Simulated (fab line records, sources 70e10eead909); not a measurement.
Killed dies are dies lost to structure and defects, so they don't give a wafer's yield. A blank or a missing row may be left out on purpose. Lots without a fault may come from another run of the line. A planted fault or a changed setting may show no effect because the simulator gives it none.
Chamber matching | flow nand_harc | NHARC_P_M1_PRE_CLEAN_32 on pecvd-03: 3 sister chambers
The step time 12 s. 6 wafers are shown with their chamber, then 11 later ones without.

WAFERS WITH THEIR CHAMBER
wafer  | chamber | heater_power_w (W) | rf_fwd_power_W (W)
L087.3 | 0       | 777                | 291.7
L088.2 | 2       | 590                | 292.9
L088.5 | 0       | 751                | 292.8
L092.3 | 2       | 630                | 292.3
L092.6 | 1       | 560                | 292.5
L093.1 | 1       | 576                | 293.2

WAFERS WITHOUT THEIR CHAMBER
wafer  | heater_power_w (W) | rf_fwd_power_W (W)
L093.4 | 558                | 291.1
L093.6 | 586                | 293.4
L094.1 | 775                | 292.0
L094.2 | 638                | 292.2
L094.4 | 757                | 292.1
L095.1 | 775                | 292.1
L095.3 | 627                | 292.6
L095.5 | 558                | 293.3
L097.1 | 652                | 293.5
L097.4 | 612                | 294.1
L097.5 | 578                | 293.4

WHICH CHAMBER EACH WENT THROUGH
wafer  | from the rows above     | in truth
L093.4 | can't be placed: 1 or 2 | 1
L093.6 | can't be placed: 1 or 2 | 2
L094.1 | 0                       | 0
L094.2 | 2                       | 2
L094.4 | 0                       | 0
L095.1 | 0                       | 0
L095.3 | 2                       | 2
L095.5 | can't be placed: 1 or 2 | 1
L097.1 | can't be placed: 2 or 1 | 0
L097.4 | can't be placed: 2 or 1 | 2
L097.5 | can't be placed: 1 or 2 | 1
Placed correctly: 5 of 11. Can't be placed from these rows: 6 (the true chamber is among the candidates in 5). Placed wrongly: 0.
How it was worked out, from the rows above alone: a wafer's distance from a chamber is the root of the sum, over the readings, of the square of ((its reading less the chamber's mean) divided by the reading's scatter). The wafer belongs to the nearest chamber; if the next one is less than 2 further off, it can't be placed. A chamber's mean is the mean of its shown wafers. The scatter: the root of (the sum of the squares of (reading less its chamber's mean) over the shown wafers, divided by (wafers less chambers)).
